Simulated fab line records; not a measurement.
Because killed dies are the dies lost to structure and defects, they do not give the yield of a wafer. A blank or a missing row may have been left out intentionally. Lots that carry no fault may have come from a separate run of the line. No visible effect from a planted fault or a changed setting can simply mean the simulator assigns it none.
Problem report in the 8D (eight disciplines) form, filled by code | flow nand harc | the parts of the form that need people (team, actions taken, sign-off) are left out

== 1. THE PROBLEM ==
Wafers without a fault read 1001 nm, standard deviation 8.9; thk nm at NHARC_A_ONON_D1_THK_MEAS_18 reads a mean of 1606 nm on 6 wafers belonging to 2 lots. That is +68 standard deviations from the usual mean.
The step: measures by ellipsometry.
Earliest sighting: wafer L687.2 on film metro-01 at day 15 14:36. Wafers with a number at this step in the record: 39, from 13 lots. By rule, "out" or "out of limits" means more than 4 standard deviations away from the usual mean. Any other wafer with a number is counted as sound.

== 2. WHAT IT IS AND WHAT IT IS NOT ==
question                    | is                           | is not
which readings at this step | thk nm                       | -
which lots                  | L687, L690                   | L670, L671, L672, L673, L674, L675, L676, L679, L680, L682, L691
which wafers of those lots  | all that have a number       | -
read on which gauges        | film metro-01, film metro-02 | -
when                        | from day 15 14:36            | up to then (30 sound wafers); but 3 sound wafers of L691 came after

== 3. THE SUSPECTS, EACH WITH WHAT RULES IT OUT ==
Counting: a tool stays on the suspect list if, at a process step up to the reading, it processed all lots that are out and no sound lot following the first of them.
- ruled out: the gauge at NHARC_A_ONON_D1_THK_MEAS_18. Those wafers that are out were read across 2 gauges (film metro-01, film metro-02).
- pecvd onon-04 at NHARC_A_ONON_D1_DEP_16 (target thk 1000 nm): kept. It processed each lot that is out, first L687 at day 15 14:09, and no sound lot thereafter; up to then, the last sound lot it processed was L680 at day 12 07:56.
Remaining after the count: pecvd onon-04 at NHARC_A_ONON_D1_DEP_16.

== 4. THE CAUSE (what the simulator had put in) ==
pecvd onon-04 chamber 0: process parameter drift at NHARC_A_ONON_D1_DEP_16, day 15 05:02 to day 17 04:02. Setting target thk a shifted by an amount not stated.
The count eliminated every tool but this one.

== 5. THE EFFECT CHAIN, in route order ==
Each row: a reading whose mean over the struck wafers that have a number lies more than 3 standard deviations from the usual. Scope: only readings with a usual standard deviation given in the record; hours: median across lots of the time from each lot's start at the first step in this table that gives one to its start at this step; sigmas: change in usual standard deviations.
hours | step                        | reading         | usual   | on struck wafers | change | sigmas
0     | NHARC_A_ONON_D1_THK_MEAS_18 | thk nm          | 1001 nm | 1606             | +605   | +68
374   | NHARC_END_SORT_01           | killed at array | 55      | 671              | +616   | +41
374   | NHARC_END_SORT_01           | killed dies     | 59      | 677              | +618   | +41
Later measuring or inspecting steps at which every struck wafer that the step has a row for has a number for every such reading, and none has moved that far: NHARC_A_ONON_D1_INSPECT_32.

== 6. WHAT WOULD HAVE CAUGHT IT SOONER ==
10 hours passed between the start of the fault at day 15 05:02 and the first reading out of limits at a measuring or inspecting step in this record, taken at day 15 14:36.
Among the 2 lots that are out, L690 began NHARC_A_ONON_D1_DEP_16 on pecvd onon-04 after day 15 14:36. Putting the tool on hold at that point would have spared it.
